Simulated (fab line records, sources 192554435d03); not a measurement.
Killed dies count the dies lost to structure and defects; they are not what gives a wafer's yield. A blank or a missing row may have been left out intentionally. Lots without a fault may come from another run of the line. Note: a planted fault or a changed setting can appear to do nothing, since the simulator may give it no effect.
Split-lot trial ; flow n5Finfet ; route with 1938 steps; 7 lots, 21 wafers read

SPLIT DETAILS
At N5_BEOL_M0_SAQP_PECVD_03 (deposits SiCN from 3MS/NH3, target thk 12 nm, time 21.1 s), the setting timeS was moved away from the recipe's 21.1 s on 8 of the 21 wafers read, by -13.5% to +9.2%. The other wafers ran this setting at the recipe's value.

FROM THE SPLIT TO THE READING: what the file shows between them, 11 steps
- N5_BEOL_M0_SAQP_PECVD_96: deposits a-Si from SiH4/He, target thk 45 nm, time 45.2 s (also split here: timeS)
- N5_BEOL_M0_SAQP_PECVD_97: deposits SiNx from SiH4/NH3/N2, target thk 23 nm, time 19.9 s
- N5_BEOL_M0_SAQP_PECVD_04: deposits a-Si from SiH4/He, target thk 60 nm, time 60.2 s
- N5_BEOL_M0_SAQP_ETCH_101: etches SiNx in CH3F/O2, target depth 29.9 nm, time 42.7 s
- N5_BEOL_M0_SAQP_ETCH_102: etches SiO2 in CF4, target depth 4 nm, time 4.4 s
- N5_BEOL_M0_SAQP_MANDREL_ETCH_103: etches a-Si in HBr/Cl2, stops on SiCN, target depth 45 nm, bt time 10 s, time 27 s
- N5_BEOL_M0_SAQP_RECESS_104: chemistry HF/NH3, target SiO2, target depth 18 nm, afs cycles 3, sublimation time 60 s
- N5_BEOL_M0_SAQP_COAT_105: time 60 s, resist thk 100 nm
- N5_BEOL_M0_SAQP_ETCH_106: etches SOC in N2/H2, stops on SiNx, target depth 150 nm
- N5_BEOL_M0_SAQP_ETCH_107: etches SiNx in CH3F/O2, target depth 30 nm
- N5_BEOL_M0_SAQP_STRIP_108: strips in N2/H2

THE READING
SiCN_of_BEOL_M0_SAQP_PECVD_03.thkNm (the simulator's own value, which no gauge read), in nm, at N5_BEOL_M0_SAQP_RECESS_109 (chemistry HF/NH3, target SiO2, target depth 3 nm, afs cycles 1, sublimation time 60 s). There is no usual value for it anywhere in the file. Across the 13 wafers here that went through the recipe, the average is 8.5 nm and the standard deviation 0.23 nm.

wafer;tool, chamber at the split;timeS as run, s;against the recipe;SiCN_of_BEOL_M0_SAQP_PECVD_03.thkNm, nm;against lot-mates on the recipe
L076.1;pecvd-04, 1;21.1;recipe;8;-
L076.5;pecvd-04, 0;18.84;-10.7%;7.4;-0.8
L076.6;pecvd-04, 1;21.1;recipe;8.4;-
L080.2;pecvd-03, 1;18.25;-13.5%;6.6;-2.0
L080.4;pecvd-03, 2;21.1;recipe;8.6;-
L080.5;pecvd-03, 1;18.25;-13.5%;6.8;-1.8
L081.2;pecvd-04, 0;21.1;recipe;8.2;-
L081.3;pecvd-04, 2;21.1;recipe;8.6;-
L081.4;pecvd-04, 0;19.83;-6.0%;8;-0.4
L084.3;pecvd-02, 1;23.05;+9.2%;9.6;+1.0
L084.5;pecvd-02, 0;21.1;recipe;8.6;-
L084.6;pecvd-02, 1;23.05;+9.2%;9.8;+1.2
L091.1;pecvd-04, 2,0;21.1;recipe;8.4;-
L091.5;pecvd-04, 2,0;21.1;recipe;8.4;-
L091.4;pecvd-04, 2;21.1;recipe;8.8;-
L093.3;pecvd-04, 0;21.1;recipe;8.6;-
L093.5;pecvd-04, 2;21.1;recipe;8.8;-
L093.6;pecvd-04, 0;21.1;recipe;8.8;-
L094.1;pecvd-04, 2;22.12;+4.8%;9;+0.6
L094.2;pecvd-04, 0;22.12;+4.8%;8.8;+0.4
L094.5;pecvd-04, 0;21.1;recipe;8.4;-
The file does not say which wafer passed through which chamber wherever a row lists several chambers: such a row stands for several wafers.

THE FIT
A straight line over all 21 wafers: SiCN_of_BEOL_M0_SAQP_PECVD_03.thkNm changes by +0.122 nm for each +1% of timeS; r = +0.96; the points scatter about the line by 0.23 nm.
The same after taking each lot's own level away (the mean of its wafers on the recipe; 21 wafers): +0.119 nm for each +1%; r = +0.96; scatter 0.21 nm.
Per that fit: largest timeS move, reading shift of 1.6 nm.
The span of the lots' own levels, 8.20 to 8.73 nm, comes to 2.3 times the standard deviation stated above.
Consequently the slope shifts little with the lot-to-lot level, the two slopes agreeing.
Check: with one of the wafers moved furthest among these (-13.5%) left out of the fit, the line predicts -1.46 nm for it against its lot-mates. Against them it came out at -2 nm.

OTHER SPLITS APPLIED TO THESE WAFERS
Other splits were also applied to these wafers ahead of the reading. Each is held against what the fit with the lots' levels taken away leaves over:
other split on the same wafers;wafers away from the commonest value;r with SiCN_of_BEOL_M0_SAQP_PECVD_03.thkNm (lot level and that fit taken away)
N5_SD_EPI_P_ETCH_16 targetDepthA;5;-0.12
N5_HKMG_FIN_ETCH_55 timeS;5;-0.04
N5_HKMG_FIN_ETCH_58 sourceW;5;-0.26
N5_GATE_CUT_ETCH_58 biasW;8;+0.08
N5_GATE_CUT_ALD_22 aldCycles;5;-0.42
N5_MOL_CONTACT_COAG_VIA_ETCH_46 biasW;7;-0.37
N5_BEOL_M0_SAQP_PECVD_96 timeS;7;+0.09

THE WHOLE CHAIN: every reading that the file lists as answering this split, in the file's order
step;what it does;reading;change (the file's fit);r (the file's)
N5_BEOL_M0_SAQP_PECVD_03;deposits SiCN from 3MS/NH3, target thk 12 nm, time 21.1 s;SiCN_of_BEOL_M0_SAQP_PECVD_03.thkNm (the simulator's own value, which no gauge read);+0.116 nm for each +1% of the setting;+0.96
N5_BEOL_M0_SAQP_RECESS_109;chemistry HF/NH3, target SiO2, target depth 3 nm, afs cycles 1, sublimation time 60 s;SiCN_of_BEOL_M0_SAQP_PECVD_03.thkNm (the simulator's own value, which no gauge read);+0.111 nm for each +1% of the setting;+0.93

FILE'S OWN FIT
SiCN_of_BEOL_M0_SAQP_PECVD_03.thkNm changes by +0.111 nm for each +1% of timeS, r = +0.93.
